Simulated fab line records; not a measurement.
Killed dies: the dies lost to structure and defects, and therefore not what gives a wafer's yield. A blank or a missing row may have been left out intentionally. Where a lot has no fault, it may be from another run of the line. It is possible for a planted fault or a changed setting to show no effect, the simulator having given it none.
fab line records    flow n5-finfet
[record] lots = 11  wafers = 33  last-day = 17
route steps=1938 shown BEOL_M4@1079 BEOL_M5@1113 PASSIVATION@1936
lots untouched by any fault: they come from a run of this same line in which no faults occurred
start-h: hours from the record's first day to the start of the lot's first wafer shown    wait-h: how many hours have passed since the lot's step before this one    " same as the row above    L1.1+2: several wafers, shown together as one row    - either no value or no given start    * or withheld: withheld    < > ~ a bound
route shown NAME@n: names a module that has steps shown in the file, with the first one's number in the route    usual: the fault-free wafers' mean and standard deviation    same: alike in all rows    chamber/n: place in a boat    sites: readings site by site    _std_site: standard deviation across them    _edge_site: the outer-site mean with the inner-site mean subtracted    radius-mm: how far each site lies from the wafer's centre    mask NAME#n: copy n    behind: tool/chamber where the wafer was last shaped    hold: why the lot was held/for how many hours/how that ended    device: names the non-switching transistor (n, p or np)    end of line: tests run on the same wafers once the route is complete    a step with no rows: only its recipe    killed: not the wafer's yield, but the dies lost to structure and defects at the first sort    map: per-die view of a wafer (x killed, . not killed, _ where there is no die)
set.NAME: the setting that was run; set.NAME@STEP: the one run at that earlier step    model.NAME: the simulator's own value behind a step, which no gauge read
the route's steps for a sample of lots (tables are steps, rows are wafers)
services: a tool's chamber out of use, with start hour (start-h, from the record's first day; less than 0 if before it), hours out, and reason
[[steps]]
[step N5_BEOL_M4_DEGAS_44]
[recipe] ambient = vacuum  temp-c = 250  time-s = 60
[usual] heater-power-w = 328/46
lot.wafer  tool            chamber  start-h  wait-h  heater-power-w
L125.2     pvd-sputter-01  -        185.08   0.1     307
L125.3     "               -        "        "       345
L125.5     "               -        "        "       367
L130.1     pvd-sputter-03  -        212.41   0.2     298
L130.2     "               -        "        "       342
L130.5     "               -        "        "       301
L131.2     pvd-sputter-02  -        220.63   0.1     290
L131.4     "               -        "        "       285
L131.5     "               -        "        "       286
L132.1     pvd-sputter-03  -        223.48   0.1     346
L132.3     "               -        "        "       300
L132.5     "               -        "        "       418
L134.1     pvd-sputter-03  -        240.84   2.2     427
L134.4     "               -        "        "       301
L134.5     "               -        "        "       298
L136.3     pvd-sputter-01  -        247.94   0.4     306
L136.4     "               -        "        "       339
L136.6     "               -        "        "       343
L137.4     pvd-sputter-03  -        255.15   0.5     307
L137.5     "               -        "        "       432
L137.6     "               -        "        "       315
L139.2     pvd-sputter-02  -        263.26   0.5     348
L139.4     "               -        "        "       284
L139.5     "               -        "        "       278
L140.1     pvd-sputter-03  -        274.58   0.3     297
L140.5     "               -        "        "       439
L140.6     "               -        "        "       304
L142.1     pvd-sputter-03  -        291.87   1.1     302
L142.3     "               -        "        "       348
L142.5     "               -        "        "       420
L144.2     pvd-sputter-02  -        297.15   0.5     285
L144.3     "               -        "        "       350
L144.4     "               -        "        "       293
[step N5_BEOL_M4_ALD_84]
[recipe] material = TaN  target-thk-a = *  temp-c = 275  ald-precursor-family = PDMAT  ald-co-reactant = NH3  pressure-torr = 3  carrier-flow-sccm = 1500  pulse-time-s = 2  purge-time-s = 3  co-reactant-purge-time-s = 2  co-reactant-pulse-time-s = 3  ald-cycles = 30  precursor-vessel-temp-c = 75  precursor-vessel-pressure-torr = 26.25  precursor-vessel-carrier-sccm = 1000
[usual] chamber-pressure-Torr = 3.001/0.007  heater-power-w = 420/49  mfc-carrier-sccm = 1499/4.3
[same] co-reactant-pulse-time-s = 3  purge-time-s = 3
lot.wafer  tool          chamber  start-h  wait-h  chamber-pressure-Torr  heater-power-w  mfc-carrier-sccm  since-wet-clean-h
L125.2     ald-metal-01  1        185.32   0.2     3.001                  343             1495              2925
L125.3     "             3        "        "       3.004                  427             1502              2925
L125.5     "             3        "        "       3.007                  418             1501              -
L130.1     ald-metal-02  2        212.51   0.0     3.005                  399             1506              4491
L130.2     "             3        "        "       3.009                  444             1498              4491
L130.5     "             1        "        "       3.005                  405             1501              -
L131.2     ald-metal-04  0        220.73   0.0     3.003                  484             1496              1422
L131.4     "             3        "        "       3.011                  348             1498              1422
L131.5     "             2        "        "       2.999                  427             1496              -
L132.1     ald-metal-02  0        223.59   0.0     3.006                  392             1495              4502
L132.3     "             2        "        "       2.996                  409             1497              4502
L132.5     "             3        "        "       3.005                  456             1491              -
L134.1     ald-metal-04  0        240.95   0.1     3.015                  502             1498              1442
L134.4     "             2        "        "       3.000                  414             1493              1442
L134.5     "             3        "        "       3.001                  359             1494              -
L136.3     ald-metal-04  1        248.04   0.0     3.002                  495             1490              1449
L136.4     "             3        "        "       2.995                  343             1508              1449
L136.6     "             3        "        "       2.990                  351             1504              -
L137.4     ald-metal-01  1        255.25   0.0     3.012                  342             1505              2995
L137.5     "             2        "        "       3.012                  419             1501              -
L137.6     "             3        "        "       3.006                  433             1502              -
L139.2     ald-metal-04  0        263.36   0.0     3.001                  481             1504              1465
L139.4     "             3        "        "       3.004                  347             1504              1465
L139.5     "             2        "        "       3.005                  417             1498              -
L140.1     ald-metal-04  3        274.69   0.1     3.004                  360             1501              1476
L140.5     "             3        "        "       3.005                  352             1508              -
L140.6     "             0        "        "       3.000                  503             1505              -
L142.1     ald-metal-01  1        291.97   0.0     3.005                  352             1494              3032
L142.3     "             0        "        "       3.012                  399             1499              3032
L142.5     "             1        "        "       2.995                  341             1493              -
L144.2     ald-metal-04  0        297.39   0.2     2.990                  488             1507              1499
L144.3     "             2        "        "       2.996                  422             1497              1499
L144.4     "             3        "        "       2.997                  346             1489              1499
[step N5_BEOL_M4_ANNEAL_51]
[recipe] temp-c = 225  time-s = 90  ambient = N2
[usual] wafer_temp_C_max = 226.05/0.24
lot.wafer  tool           chamber  start-h  wait-h  wafer_temp_C_max
L125.2     rtp-anneal-02  0        189.49   0.1     226.18
L125.3     "              0        "        "       226.15
L125.5     "              0        "        "       226.43
L130.1     rtp-anneal-01  0        215.16   0.1     225.91
L130.2     "              0        "        "       226.30
L130.5     "              0        "        "       225.86
L131.2     rtp-anneal-02  0        223.30   0.1     225.75
L131.4     "              0        "        "       225.77
L131.5     "              0        "        "       226.43
L132.1     rtp-anneal-01  0        226.82   0.1     226.59
L132.3     "              0        "        "       226.20
L132.5     "              0        "        "       226.03
L134.1     rtp-anneal-02  0        243.46   0.1     226.43
L134.4     "              0        "        "       225.80
L134.5     "              0        "        "       226.33
L136.3     rtp-anneal-01  0        250.64   0.1     225.77
L136.4     "              0        "        "       226.06
L136.6     "              0        "        "       226.13
L137.4     rtp-anneal-01  0        258.10   0.2     226.04
L137.5     "              0        "        "       226.11
L137.6     "              0        "        "       225.99
L139.2     rtp-anneal-02  0        265.92   0.1     225.95
L139.4     "              0        "        "       225.79
L139.5     "              0        "        "       226.27
L140.1     rtp-anneal-02  0        277.24   0.1     226.11
L140.5     "              0        "        "       225.98
L140.6     "              0        "        "       226.17
L142.1     rtp-anneal-01  0        294.44   0.1     225.55
L142.3     "              0        "        "       226.03
L142.5     "              0        "        "       226.27
L144.2     rtp-anneal-02  0        299.86   0.1     226.04
L144.3     "              0        "        "       226.34
L144.4     "              0        "        "       226.19
[step N5_BEOL_M5_CURE_79]
[recipe] temp-c = 385  time-s = 240  ambient = He/Ar  material = SiCOH_lowk
[usual] lamp-power-pct = 52.31/0.051  run-length-s = 286.2/1  wafer_temp_C_max = 386.7/0.58
lot.wafer  tool        chamber  start-h  wait-h  lamp-power-pct  run-length-s  wafer_temp_C_max
L125.2     uv-cure-03  0        191.45   0.1     52.28           286.6         386.6
L125.3     "           0        "        "       52.32           287.0         386.9
L125.5     "           0        "        "       52.35           286.7         386.7
L130.1     uv-cure-01  1        217.14   0.1     -               -             -
L130.2     "           1        "        "       -               -             -
L130.5     "           1        "        "       -               -             -
L131.2     uv-cure-03  0        225.31   0.1     -               -             -
L131.4     "           0        "        "       -               -             -
L131.5     "           0        "        "       -               -             -
L132.1     uv-cure-03  1        228.75   0.0     -               -             -
L132.3     "           1        "        "       -               -             -
L132.5     "           1        "        "       -               -             -
L134.1     uv-cure-01  0        245.49   0.0     52.39           289.3         386.8
L134.4     "           0        "        "       52.29           288.6         385.9
L134.5     "           0        "        "       52.25           288.9         387.3
L136.3     uv-cure-03  2        252.65   0.2     52.30           286.6         386.4
L136.4     "           2        "        "       52.36           287.0         386.4
L136.6     "           2        "        "       52.21           286.9         387.3
L137.4     uv-cure-02  0        260.15   0.3     52.31           285.8         385.9
L137.5     "           0        "        "       52.31           285.3         386.4
L137.6     "           0        "        "       52.30           285.5         386.0
L139.2     uv-cure-03  2        267.90   0.1     52.26           286.6         387.0
L139.4     "           2        "        "       52.17           286.2         387.1
L139.5     "           2        "        "       52.37           286.5         387.3
L140.1     uv-cure-03  1        279.16   0.0     52.32           285.8         387.9
L140.5     "           1        "        "       52.30           285.3         387.2
L140.6     "           1        "        "       52.27           285.4         387.8
L142.1     uv-cure-02  0        296.40   0.1     52.43           285.4         386.2
L142.3     "           0        "        "       52.39           285.1         386.2
L142.5     "           0        "        "       52.32           285.3         385.9
L144.2     uv-cure-03  2        301.87   0.1     52.27           286.6         387.2
L144.3     "           2        "        "       52.23           286.8         386.4
L144.4     "           2        "        "       52.26           286.5         387.3
[step N5_BEOL_M5_THK_MEAS_01]
[recipe] reads = SiCOH_lowk_of_BEOL_M5_ILD_DEP_00
[usual] M5_ILD_THK = 120.2/1.8
lot.wafer  tool           chamber  start-h  wait-h  M5_ILD_THK[nm]
L125.2     film-metro-01  -        191.88   0.4     120.6
L125.3     "              -        "        "       118.9
L125.5     "              -        "        "       121.5
L130.1     film-metro-01  -        217.65   0.4     137.9
L130.2     "              -        "        "       137.9
L130.5     "              -        "        "       141.2
L131.2     film-metro-02  -        225.75   0.4     138.1
L131.4     "              -        "        "       139.6
L131.5     "              -        "        "       139.2
L132.1     film-metro-01  -        229.26   0.4     140.2
L132.3     "              -        "        "       139.0
L132.5     "              -        "        "       139.9
L134.1     film-metro-02  -        246.48   0.8     120.4
L134.4     "              -        "        "       122.2
L134.5     "              -        "        "       123.1
L136.3     film-metro-02  -        253.01   0.3     119.0
L136.4     "              -        "        "       120.2
L136.6     "              -        "        "       120.9
L137.4     film-metro-02  -        260.42   0.2     122.5
L137.5     "              -        "        "       120.0
L137.6     "              -        "        "       123.4
L139.2     film-metro-02  -        268.33   0.4     119.8
L139.4     "              -        "        "       119.7
L139.5     "              -        "        "       122.1
L140.1     film-metro-02  -        279.68   0.4     116.9
L140.5     "              -        "        "       117.7
L140.6     "              -        "        "       119.3
L142.1     film-metro-01  -        296.91   0.4     117.7
L142.3     "              -        "        "       119.4
L142.5     "              -        "        "       120.8
L144.2     film-metro-02  -        302.30   0.4     119.4
L144.3     "              -        "        "       118.8
L144.4     "              -        "        "       121.9
[step N5_PASSIVATION_PROBE_49]
[usual] defect-limited-yield = 91.4/1.6  killed_at_M0_to_M3 = 31/11  killed_at_M4_up = 14/5.7  killed-at-contacts = 12/6  killed-at-front-end = 41/13  killed-at-other = 3.3/2.8  killed-dies = 101/19  killed-on-rim = 13/3.9  killed-open = 67/14  killed-short = 33/8.2  sort_bin_4_leakage = 0.0/0.37  sort_bin_5_function = 5.0/1.1  sort_bin_6_memory = 3.3/0.74  sort-n-pass = 1078/20  sort-yield-pct = 91.3/1.7
[same] gross-dies = 1180  killed-at-back-side = 0  sort_bin_8_speed[%] = 0
lot.wafer  tool       chamber  start-h  wait-h  defect-limited-yield[%]  killed_at_M0_to_M3  killed_at_M4_up  killed-at-contacts  killed-at-front-end  killed-at-other  killed-dies  killed-on-rim  killed-open  killed-short  sort_bin_4_leakage[%]  sort_bin_5_function[%]  sort_bin_6_memory[%]  sort-n-pass  sort-yield-pct[%]
L131.2     prober-01  -        324.61   0.1     91.3                     38                  13               7                   44                   1                103          12             60           42            0                      4.3                     3.7                   1077         91.3
// killed by level:class
L131.2 FIN_SAQP:geometric-particle:short=14 BEOL_M2:geometric-particle:open=13 FIN_SAQP:geometric-particle:open=7 BEOL_M0_SAQP:geometric-particle:short=7 STI_FIN_REVEAL:geometric-particle:open=6 BEOL_M0_SAQP:geometric-particle:open=6 BEOL_M1:geometric-particle:open=6 MOL_CONTACT_COAG:geometric-particle:open=5
[[services]]
tool          chamber  start-h  hours  kind
uv-cure-03    -        180.92   0.6    repair
ald-metal-01  2        180.97   12.1   repair
uv-cure-02    -        193.24   0.6    repair
uv-cure-02    -        201.49   7.5    pm
ald-metal-01  -        206.60   4.3    pm
uv-cure-03    -        207.16   7.5    pm
uv-cure-02    -        233.26   9.8    repair
uv-cure-03    -        259.37   0.8    repair
ald-metal-01  2        272.07   16.5   repair
ald-metal-02  -        287.14   14.6   pm
ald-metal-01  2        294.85   3.6    repair
[[key]]
[first-sign] step = N5_BEOL_M5_CURE_79  reading = tool-record  direction = missing
[effect] step = N5_BEOL_M5_THK_MEAS_01  reading = M5_ILD_THK  direction = up  sigmas = 11  usual = 120.2  struck = 139.2
met-at N5_BEOL_M5_CURE_79
struck-lots L130,L131,L132
not-acting-at N5_BEOL_M4_DEGAS_44,N5_BEOL_M4_ALD_84,N5_BEOL_M4_ANNEAL_51
onset-between 191.45 217.14
[fault] kind = skipped-step-whole  tool = uv-cure-01,uv-cure-03  chamber = -  onset-h = 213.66  steps = N5_BEOL_M5_CURE_79  scope = struck-lots-only
